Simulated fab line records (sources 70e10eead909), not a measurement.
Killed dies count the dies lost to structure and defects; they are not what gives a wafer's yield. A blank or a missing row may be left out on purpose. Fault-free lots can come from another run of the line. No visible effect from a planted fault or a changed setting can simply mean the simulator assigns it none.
A lot that was struck, set against a sound lot ; flow nand_harc ; 13 steps out of a route of 1302
Sound: wafers L115.2, L115.5, L115.6. Wafers L108.2, L108.5 were the ones struck. The cause comes at the end.
Order at every step that has rows: each side's tool, ch and its chambers, its first start. Under that, the readings that differ: sound wafers ; struck wafers ; difference of the means ; sigmas: that difference in standard deviations of wafers without a fault.
alike: words and numbers the same on both sides, and readings whose means are apart by under 2 such deviations; not compared: readings that were withheld, readings missing a value for some wafer, numbers with overlapping values and no deviation given by the record, and bounds like >300 which may hide the same value.
A row with sigmas, a row that says differs or no value, or rows on one side alone: a step with any of these is where the two part. When numbers do not overlap yet have no deviation, they are printed without sigmas and do not part them. A reading that every wafer of one side lacks parts them only if that side has two wafers or more.

NHARC_A_ZERO_WELL_INSPECT_17:
  struck on defect_inspect-02, day 11 15:44; sound on defect_inspect-02, day 14 03:08
  alike: raw_defect_count
then, 3 steps without rows for these wafers: NHARC_A_SOURCE_PLATE_PRECLEAN_00 (cleans in HF-LAST, time 60 s); NHARC_A_SOURCE_PLATE_SRD_01; NHARC_A_SOURCE_PLATE_OXIDE_02 (material SiO2, target thk 10 nm, ox time 1362 s).
NHARC_A_SOURCE_PLATE_THK_MEAS_09: measures by ellipsometry.
  struck on film_metro-02, day 11 23:02; sound on film_metro-02, day 14 12:20
  alike: thk_nm
then, 3 steps without rows for these wafers: NHARC_A_SOURCE_PLATE_PVD_04 (deposits WSi2, target thk 50 nm); NHARC_A_SOURCE_PLATE_CVD_03 (deposits poly-Si, target thk 200 nm, time 4000 s); NHARC_A_SOURCE_PLATE_ANNEAL_05 (time 1800 s).
NHARC_A_SOURCE_PLATE_THK_MEAS_06: measures by ellipsometry.
  struck on film_metro-01, day 12 11:40; sound on film_metro-01, day 15 01:01
  alike: thk_nm
NHARC_A_SOURCE_PLATE_INSPECT_08:
  struck on defect_inspect-01, day 12 11:43; sound on defect_inspect-02, day 15 01:05
reading;sound;struck;difference;sigmas
raw_defect_count;72 63 53;113 163;+75;+3
NHARC_A_ONON_D1_DEP_00: target thk 1000 nm.
  sound on pecvd_onon-02 ch 0, day 15 01:13; struck on pecvd_onon-03 ch 0, day 12 11:51
NHARC_A_ONON_D1_THK_MEAS_02: measures by ellipsometry.
  struck on film_metro-01, day 12 12:18; sound on film_metro-02, day 15 01:40
reading;sound;struck;difference;sigmas
thk_nm (nm);980 981 980;718 717;-263;-24
then, no rows for these wafers at 1 step: NHARC_A_ONON_D1_DEP_03 (target thk 1000 nm).

WHERE THEY PART
Earliest at NHARC_A_SOURCE_PLATE_INSPECT_08; latest, in this record, at NHARC_A_ONON_D1_THK_MEAS_02.

WHY: the cause the simulator had injected
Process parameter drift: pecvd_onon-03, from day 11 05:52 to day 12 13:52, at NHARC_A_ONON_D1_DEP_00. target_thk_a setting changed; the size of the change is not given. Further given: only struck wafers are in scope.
